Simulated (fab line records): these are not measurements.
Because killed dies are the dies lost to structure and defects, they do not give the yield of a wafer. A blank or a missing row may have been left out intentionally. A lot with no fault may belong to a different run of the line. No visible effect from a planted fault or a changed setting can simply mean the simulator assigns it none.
fab line records | flow nandHarc
record lots=6 | wafers=18 | lastDay=24
route steps=1159 shown THIN_TSV@1133 END@1159
lots with no fault: from the same line, run without faults
startH: start of the lot's first displayed wafer, in hours after the record's first day | waitH: how many hours have passed since the lot's step before this one | " unchanged from the row above | L1.1+2: a single row standing in for several wafers | - no value, or no start given | * or withheld: withheld | < > ~ a bound
route shown NAME@n: NAME is a module with steps in the file, n the number in the route of the first one | usual: mean/standard deviation taken from wafers without a fault | same: alike in all rows | chamber/n: place in a boat | sites: per-site readings | _std_site: their standard deviation | _edge_site: outer sites' mean less inner sites' | radiusMm: how far each site lies from the wafer's centre | mask NAME#n: copy n | behind: the most recent tool/chamber to have shaped the wafer | hold: the reason the lot was held/the length of the hold in hours/how it ended | device: which transistor (n, p or np) failed to switch | end of line: at the end of the route, the tests of the same wafers | where a step has no rows: the recipe by itself | killed: count of dies lost to structure and defects at first sort (not the wafer's yield) | map: dies across one wafer; x = killed, . = not, _ = none there
set.NAME: the setting that was run; set.NAME@STEP: the one run at that earlier step | model.NAME: the simulator's own value behind a step, which no gauge read
certain route steps with their lots: each step a table, each wafer a row
services: a tool's chamber out of use, with start hour (startH, from the record's first day; less than 0 if before it), hours out, and reason
## steps
# step NHARC_THIN_TSV_CMP_21
# recipe tOverpolishS=30 | targetThkNm=2000
# usual motorCurrentA=12.4/1.2 | overpolishRunS=30.000/0.0094
lot.wafer | tool   | chamber | startH | waitH | motorCurrentA | overpolishRunS
L710.1    | cmp-02 | 0       | 438.94 | -     | 12.3          | 29.993
L710.6    | "      | 3       | "      | "     | 12.6          | 30.001
L710.5    | "      | 0       | "      | "     | 12.4          | 30.003
L718.3    | cmp-02 | 3       | 479.83 | -     | 13.2          | 30.009
L718.4    | "      | 0       | "      | "     | 12.4          | 29.997
L718.1    | "      | 1       | "      | "     | 10.9          | 30.001
L724.1    | cmp-03 | 1       | 504.89 | -     | 10.9          | 29.996
L724.4    | "      | 2       | "      | "     | 14.8          | 30.001
L724.5    | "      | 3       | "      | "     | 11.3          | 29.994
L729.2    | cmp-03 | 2       | 540.20 | -     | 14.7          | 29.995
L729.3    | "      | 1       | "      | "     | 10.6          | 29.996
L729.5    | "      | 2       | "      | "     | 13.4          | 30.020
L731.1    | cmp-03 | 3       | 562.47 | -     | 11.7          | 29.976
L731.2    | "      | 0       | "      | "     | 12.9          | 29.996
L731.5    | "      | 3       | "      | "     | 11.2          | 29.995
L732.4    | cmp-03 | 1       | 563.63 | -     | 11.7          | 30.015
L732.1    | "      | 3       | "      | "     | 11.2          | 30.003
L732.6    | "      | 1       | "      | "     | 10.7          | 30.009
# step NHARC_THIN_TSV_SRD_23
# step NHARC_THIN_TSV_DEGAS_53
# recipe tempC=300 | timeS=60
# usual heaterPowerW=448/32
lot.wafer | tool          | chamber | startH | waitH | heaterPowerW
L710.1    | pvdSputter-01 | -       | 439.39 | 0.1   | 473
L710.6    | "             | -       | "      | "     | 374
L710.5    | "             | -       | "      | "     | 518
L718.4    | pvdSputter-01 | -       | 480.29 | 0.1   | 385
L718.3    | "             | -       | "      | "     | 507
L718.1    | "             | -       | "      | "     | 466
L724.1    | pvdSputter-02 | -       | 505.31 | 0.1   | 446
L724.4    | "             | -       | "      | "     | 464
L724.5    | "             | -       | "      | "     | 440
L729.3    | pvdSputter-02 | -       | 540.66 | 0.1   | 458
L729.2    | "             | -       | "      | "     | 404
L729.5    | "             | -       | "      | "     | 469
L731.1    | pvdSputter-01 | -       | 562.94 | 0.1   | 486
L731.2    | "             | -       | "      | "     | 470
L731.5    | "             | -       | "      | "     | 414
L732.1    | pvdSputter-01 | -       | 564.12 | 0.1   | 468
L732.4    | "             | -       | "      | "     | 414
L732.6    | "             | -       | "      | "     | 484
# step NHARC_THIN_TSV_PRE_CLEAN_54
# recipe timeS=30 | tempC=280 | gas=H2/He
# usual heaterPowerW=393/27
lot.wafer | tool          | chamber | startH | waitH | heaterPowerW
L710.1    | pvdSputter-01 | -       | 439.44 | 0.0   | 435
L710.5    | "             | -       | "      | "     | 425
L710.6    | "             | -       | "      | "     | 339
L718.3    | pvdSputter-01 | -       | 480.36 | 0.1   | 438
L718.4    | "             | -       | "      | "     | 348
L718.1    | "             | -       | "      | "     | 414
L724.1    | pvdSputter-02 | -       | 505.37 | 0.1   | 409
L724.4    | "             | -       | "      | "     | 363
L724.5    | "             | -       | "      | "     | 376
L729.3    | pvdSputter-02 | -       | 540.74 | 0.1   | 415
L729.2    | "             | -       | "      | "     | 398
L729.5    | "             | -       | "      | "     | 387
L731.2    | pvdSputter-01 | -       | 563.00 | 0.0   | 407
L731.1    | "             | -       | "      | "     | 415
L731.5    | "             | -       | "      | "     | 374
L732.4    | pvdSputter-01 | -       | 564.18 | 0.0   | 415
L732.1    | "             | -       | "      | "     | 412
L732.6    | "             | -       | "      | "     | 433
# step NHARC_THIN_TSV_PVD_55
# recipe targetThkA=500 | material=TiN
# step NHARC_THIN_TSV_PVD_24
# recipe targetThkA=8000 | powerW=withheld | chamberPressurePa=withheld | substrateTempC=withheld | timeS=withheld | gas=Ar | material=Al
# step NHARC_THIN_TSV_DEHYDRATE_25
# recipe tempC=150 | timeS=120
# step NHARC_THIN_TSV_HMDS_26
# recipe timeS=30
# step NHARC_THIN_TSV_COAT_27
# recipe spinRpm=*
# step NHARC_THIN_TSV_SOFTBAKE_28
# recipe tempC=122 | timeS=95
# step NHARC_THIN_TSV_EBR_29
# step NHARC_THIN_TSV_EXPOSE_30
# recipe na=0.55 | doseMj=11.47 | maskId=PAD
# usual exposureDoseMJCm2=11.468/0.012
lot.wafer | tool          | chamber | startH | waitH | mask  | exposureDoseMJCm2
L710.1    | krfScanner-03 | 0       | 440.36 | -     | PAD#0 | 11.442
L710.5    | "             | 0       | "      | "     | PAD#0 | 11.481
L710.6    | "             | 0       | "      | "     | PAD#0 | 11.471
L718.1    | krfScanner-03 | 0       | 481.27 | -     | PAD#0 | 11.758
L718.3    | "             | 0       | "      | "     | PAD#0 | 11.759
L718.4    | "             | 0       | "      | "     | PAD#0 | 11.771
L724.1    | krfScanner-03 | 0       | 506.30 | -     | PAD#0 | 11.749
L724.4    | "             | 0       | "      | "     | PAD#0 | 11.751
L724.5    | "             | 0       | "      | "     | PAD#0 | 11.739
L729.2    | krfScanner-02 | 0       | 541.65 | -     | PAD#0 | 11.476
L729.3    | "             | 0       | "      | "     | PAD#0 | 11.480
L729.5    | "             | 0       | "      | "     | PAD#0 | 11.480
L731.1    | krfScanner-02 | 0       | 563.91 | -     | PAD#0 | 11.462
L731.2    | "             | 0       | "      | "     | PAD#0 | 11.474
L731.5    | "             | 0       | "      | "     | PAD#0 | 11.452
L732.1    | krfScanner-04 | 0       | 565.09 | -     | PAD#0 | 11.472
L732.4    | "             | 0       | "      | "     | PAD#0 | 11.471
L732.6    | "             | 0       | "      | "     | PAD#0 | 11.472
# step NHARC_THIN_TSV_PEB_31
# recipe pebTempC=118 | pebTimeS=85
# step NHARC_END_SORT_01
# recipe tempC=25
# usual defectLimitedYield=96.0/1.3 | killedAtArray=24/8.4 | killedAtOther=0.7/1.1 | killedAtPeriphery=2.9/1.7 | killedDies=27/8.6 | killedOpen=3.3/1.8 | killedShort=1.8/1.4 | sort_bin_2_pct=1.3/0.56 | sort_bin_3_pct=0.19/0.18 | sort_bin_4_pct=2.6/0.84 | sortNPass=650/8.6 | sortRimYieldPct=96.1/2.3 | sortYieldPct=96.0/1.3
# same grossDies=677 | sort_bin_5_pct[%]=0 | sort_bin_6_pct[%]=0 | sort_bin_7_pct[%]=0 | sort_bin_8_pct[%]=0 | sortRimNGross=106.00
lot.wafer | tool      | chamber | startH | waitH | defectLimitedYield[%] | killedAtArray | killedAtOther | killedAtPeriphery | killedDies | killedOpen | killedShort | sort_bin_2_pct[%] | sort_bin_3_pct[%] | sort_bin_4_pct[%] | sortNPass | sortRimYieldPct[%] | sortYieldPct[%]
L710.1    | prober-02 | 0       | 458.13 | 2.5   | 95.3                  | 27            | 0             | 5                 | 32         | 2          | 2           | 1.2               | 0.15              | 3.4               | 645       | 95.3               | 95.3
L710.5    | prober-02 | 0       | 461.31 | 3.7   | 95.1                  | 32            | 1             | 0                 | 33         | 1          | 3           | 1.0               | 0.44              | 3.4               | 644       | 94.3               | 95.1
L710.6    | prober-02 | 0       | 462.11 | 4.0   | 94.1                  | 37            | 0             | 3                 | 40         | 3          | 2           | 1.9               | 0.59              | 3.4               | 637       | 96.2               | 94.1
L718.1    | prober-01 | 0       | 488.84 | 2.5   | 95.6                  | 27            | 0             | 3                 | 30         | 5          | 3           | 1.2               | 0.44              | 2.8               | 647       | 92.5               | 95.6
L718.3    | prober-01 | 0       | 490.45 | 3.1   | 94.7                  | 31            | 0             | 5                 | 36         | 5          | 3           | 1.9               | 0.44              | 3.0               | 641       | 97.2               | 94.7
L718.4    | prober-01 | 0       | 491.25 | 3.4   | 95.4                  | 28            | 0             | 3                 | 31         | 6          | 2           | 1.3               | 0.15              | 3.1               | 646       | 96.2               | 95.4
L724.1    | prober-02 | 0       | 515.72 | 2.5   | 97.3                  | 15            | 0             | 3                 | 18         | 4          | 2           | 1.2               | 0                 | 1.5               | 659       | 98.1               | 97.3
L724.4    | prober-02 | 0       | 518.09 | 3.4   | 98.7                  | 7             | 0             | 2                 | 9          | 1          | 2           | 0.3               | 0                 | 1.0               | 668       | 98.1               | 98.7
L724.5    | prober-02 | 0       | 518.88 | 3.7   | 97.6                  | 11            | 2             | 3                 | 16         | 4          | 3           | 0.6               | 0                 | 1.8               | 661       | 96.2               | 97.6
L729.2    | prober-02 | 0       | 550.14 | 2.8   | 94.2                  | 36            | 0             | 3                 | 39         | 2          | 3           | 1.5               | 0.30              | 4.0               | 638       | 94.3               | 94.2
L729.3    | prober-02 | 0       | 550.94 | 3.1   | 95.6                  | 28            | 0             | 2                 | 30         | 5          | 0           | 1.3               | 0.15              | 3.0               | 647       | 96.2               | 95.6
L729.5    | prober-02 | 0       | 552.55 | 3.7   | 95.7                  | 29            | 0             | 0                 | 29         | 1          | 1           | 1.5               | 0.30              | 2.5               | 648       | 100.0              | 95.7
L732.1    | prober-02 | 0       | 573.47 | 2.5   | 96.0                  | 26            | 0             | 1                 | 27         | 2          | 2           | 1.2               | 0.15              | 2.7               | 650       | 97.2               | 96.0
L732.4    | prober-02 | 0       | 575.89 | 3.4   | 97.5                  | 13            | 0             | 4                 | 17         | 1          | 0           | 1.3               | 0                 | 1.2               | 660       | 93.4               | 97.5
L732.6    | prober-02 | 0       | 577.50 | 4.0   | 95.6                  | 27            | 0             | 3                 | 30         | 2          | 1           | 1.0               | 0.15              | 3.2               | 647       | 97.2               | 95.6
L731.1    | prober-01 | 0       | 575.06 | 2.5   | 97.0                  | 15            | 0             | 5                 | 20         | 3          | 0           | 0.7               | 0.30              | 1.9               | 657       | 98.1               | 97.0
L731.2    | prober-01 | 0       | 575.85 | 2.8   | 97.6                  | 11            | 0             | 5                 | 16         | 2          | 1           | 0.9               | 0.15              | 1.3               | 661       | 93.4               | 97.6
L731.5    | prober-01 | 0       | 578.23 | 3.7   | 97.0                  | 17            | 1             | 2                 | 20         | 6          | 2           | 1.2               | 0.15              | 1.6               | 657       | 98.1               | 97.0
# killed by level:class
L710.1 A_CHANNEL_HOLE_D1:chamberFilmFlake=10 A_STAIRCASE:chamberFilmFlake=7 A_CONTACT:chamberFilmFlake=5 P_STI:chamberFilmFlake=2 A_ZERO_WELL:chamberFilmFlake=2 P_GATE:geometricParticle:open=1 P_M2:geometricParticle:open=1 A_CHANNEL_FILL_D1:geometricParticle:short=1
L710.5 A_CHANNEL_HOLE_D1:chamberFilmFlake=10 A_CONTACT:chamberFilmFlake=9 A_STAIRCASE:chamberFilmFlake=6 A_SLIT:chamberFilmFlake=2 A_CHANNEL_HOLE_D1:geometricParticle:short=1 A_CHANNEL_FILL_D1:geometricParticle:open=1 A_CONTACT:geometricParticle:short=1 STARTING-WAFER:geometricParticle:short=1
L710.6 A_CHANNEL_HOLE_D1:chamberFilmFlake=19 A_CONTACT:chamberFilmFlake=6 A_STAIRCASE:chamberFilmFlake=5 P_CONTACT:geometricParticle:short=1 P_CONTACT:geometricParticle:open=1 A_CHANNEL_FILL_D1:geometricParticle:open=1 A_STAIRCASE:geometricParticle:short=1 A_M0:geometricParticle:open=1
L718.1 A_CHANNEL_HOLE_D1:chamberFilmFlake=15 A_CONTACT:chamberFilmFlake=4 A_CONTACT:geometricParticle:open=2 A_WL_FILL:chamberFilmFlake=2 P_GATE:geometricParticle:short=1 P_CONTACT:geometricParticle:open=1 P_M1:geometricParticle:short=1 A_SOURCE_PLATE:geometricParticle:short=1
L718.3 A_CHANNEL_HOLE_D1:chamberFilmFlake=15 A_STAIRCASE:chamberFilmFlake=4 A_WL_FILL:chamberFilmFlake=3 A_CONTACT:chamberFilmFlake=3 A_CONTACT:geometricParticle:open=2 P_GATE:geometricParticle:open=1 P_M0:geometricParticle:open=1 P_M1:geometricParticle:open=1
L718.4 A_CHANNEL_HOLE_D1:chamberFilmFlake=14 A_CONTACT:geometricParticle:open=3 A_STAIRCASE:chamberFilmFlake=3 A_WL_FILL:chamberFilmFlake=3 A_CONTACT:chamberFilmFlake=2 P_CONTACT:geometricParticle:open=1 P_M1:geometricParticle:short=1 A_CHANNEL_HOLE_D1:geometricParticle:open=1
L724.1 A_CHANNEL_HOLE_D1:chamberFilmFlake=6 P_GATE:chamberFilmFlake=2 A_STAIRCASE:chamberFilmFlake=2 P_M1:geometricParticle:open=1 A_ONON_D1:geometricParticle:open=1 A_CHANNEL_HOLE_D1:geometricParticle:short=1 A_CHANNEL_FILL_D1:geometricParticle:short=1 A_CONTACT:geometricParticle:open=1
L724.4 A_ZERO_WELL:chamberFilmFlake=2 P_M0:geometricParticle:short=1 A_CHANNEL_FILL_D1:geometricParticle:open=1 A_WL_FILL:geometricParticle:short=1 P_GATE:chamberFilmFlake=1 A_CHANNEL_HOLE_D1:chamberFilmFlake=1 A_STAIRCASE:chamberFilmFlake=1 A_CONTACT:chamberFilmFlake=1
L724.5 P_GATE:chamberFilmFlake=3 A_CONTACT:geometricParticle:open=2 A_CHANNEL_HOLE_D1:chamberFilmFlake=2 THIN_TSV:chamberFilmFlake=2 A_ONON_D1:geometricParticle:short=1 A_ONON_D1:geometricParticle:open=1 A_SGD_CUT:geometricParticle:open=1 A_WL_FILL:geometricParticle:short=1
L729.2 A_CHANNEL_HOLE_D1:chamberFilmFlake=19 A_CONTACT:chamberFilmFlake=7 A_ZERO_WELL:chamberFilmFlake=2 A_ONON_D1:geometricParticle:open=1 A_ONON_D1:geometricParticle:short=1 A_CHANNEL_HOLE_D1:geometricParticle:open=1 A_CHANNEL_FILL_D1:geometricParticle:short=1 A_WL_FILL:geometricParticle:short=1
L729.3 A_CHANNEL_HOLE_D1:chamberFilmFlake=20 A_CHANNEL_HOLE_D1:geometricParticle:open=2 A_STAIRCASE:chamberFilmFlake=2 A_CONTACT:chamberFilmFlake=2 P_GATE:geometricParticle:open=1 A_CONTACT:geometricParticle:open=1 A_M0:geometricParticle:open=1 P_STI:chamberFilmFlake=1
L729.5 A_CHANNEL_HOLE_D1:chamberFilmFlake=20 A_CONTACT:chamberFilmFlake=5 A_STAIRCASE:chamberFilmFlake=2 A_ONON_D1:geometricParticle:short=1 A_CHANNEL_FILL_D1:geometricParticle:open=1
L732.1 A_CHANNEL_HOLE_D1:chamberFilmFlake=10 A_CONTACT:chamberFilmFlake=7 A_CHANNEL_FILL_D1:chamberFilmFlake=2 A_STAIRCASE:chamberFilmFlake=2 A_ONON_D1:geometricParticle:open=1 A_CONTACT:geometricParticle:open=1 A_BLC:geometricParticle:short=1 A_M0:geometricParticle:short=1
L731.1 A_CHANNEL_HOLE_D1:chamberFilmFlake=8 A_STAIRCASE:chamberFilmFlake=2 P_CONTACT:geometricParticle:open=1 P_M2:geometricParticle:open=1 A_BLC:geometricParticle:open=1 P_ZERO_WELL:chamberFilmFlake=1 P_M2:chamberFilmFlake=1 P_BONDPAD:chamberFilmFlake=1
L731.2 A_CHANNEL_HOLE_D1:chamberFilmFlake=6 P_M2:chamberFilmFlake=4 A_CONTACT:chamberFilmFlake=2 P_CONTACT:geometricParticle:open=1 A_CONTACT:geometricParticle:short=1 A_M0:geometricParticle:open=1 A_WL_FILL:chamberFilmFlake=1
L732.4 A_CHANNEL_HOLE_D1:chamberFilmFlake=8 P_ZERO_WELL:chamberFilmFlake=3 A_CONTACT:chamberFilmFlake=2 P_GATE:geometricParticle:open=1 A_CHANNEL_FILL_D1:chamberFilmFlake=1 A_STAIRCASE:chamberFilmFlake=1 A_SLIT:chamberFilmFlake=1
L732.6 A_CHANNEL_HOLE_D1:chamberFilmFlake=12 A_CONTACT:chamberFilmFlake=6 A_STAIRCASE:chamberFilmFlake=3 A_SLIT:chamberFilmFlake=3 P_ZERO_WELL:chamberFilmFlake=2 P_M0:geometricParticle:open=1 A_SGD_CUT:geometricParticle:short=1 A_CONTACT:geometricParticle:open=1
L731.5 A_CHANNEL_HOLE_D1:chamberFilmFlake=7 A_CONTACT:geometricParticle:open=2 A_CONTACT:chamberFilmFlake=2 P_STI:geometricParticle:short=1 P_GATE:geometricParticle:open=1 A_CHANNEL_HOLE_D1:geometricParticle:open=1 A_CHANNEL_FILL_D1:geometricParticle:open=1 A_WL_FILL:geometricParticle:short=1
## services
tool          | chamber | startH | hours | kind
krfScanner-03 | -       | 419.81 | 0.4   | repair
cmp-03        | -       | 421.16 | 0.7   | repair
cmp-02        | -       | 424.44 | 1.6   | repair
cmp-03        | -       | 438.71 | 4.2   | repair
cmp-02        | -       | 441.75 | 1.7   | repair
cmp-03        | -       | 446.75 | 0.5   | repair
cmp-03        | -       | 450.17 | 4.0   | pm
cmp-03        | -       | 454.17 | -     | consumableReplace:conditioner
cmp-03        | -       | 454.17 | -     | consumableReplace:pad
cmp-03        | -       | 463.04 | 2.2   | repair
cmp-02        | -       | 467.01 | 4.0   | pm
krfScanner-04 | -       | 470.01 | 4.0   | pm
pvdSputter-02 | -       | 483.82 | 3.7   | repair
krfScanner-03 | -       | 490.17 | 0.5   | repair
krfScanner-03 | -       | 495.19 | 1.6   | repair
pvdSputter-02 | -       | 510.73 | 4.9   | repair
krfScanner-03 | -       | 512.03 | 4.0   | pm
pvdSputter-01 | -       | 514.06 | 10.0  | pm
cmp-02        | -       | 535.21 | 0.8   | repair
cmp-03        | -       | 548.30 | 4.0   | pm
cmp-03        | -       | 552.30 | -     | consumableReplace:conditioner
krfScanner-02 | -       | 554.00 | 4.0   | pm
cmp-02        | -       | 555.05 | 0.6   | repair
cmp-02        | -       | 565.01 | 4.0   | pm
## key
firstSign step=NHARC_THIN_TSV_EXPOSE_30 | reading=exposureDoseMJCm2 | direction=up | sigmas=24 | usual=11.468 | struck=11.754
effect none on later readings
metAt NHARC_THIN_TSV_EXPOSE_30
struckWafers L718.1,L718.3,L718.4,L724.1,L724.4,L724.5
onsetBetween 440.36 481.27
fault kind=processParameterDrift | tool=krfScanner-03 | chamber=- | onsetH=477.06 | steps=NHARC_THIN_TSV_EXPOSE_30 | channel=doseMj | offset=0.27924 | shape=step | actsIn=theseRecipesOnly | stated=11.47
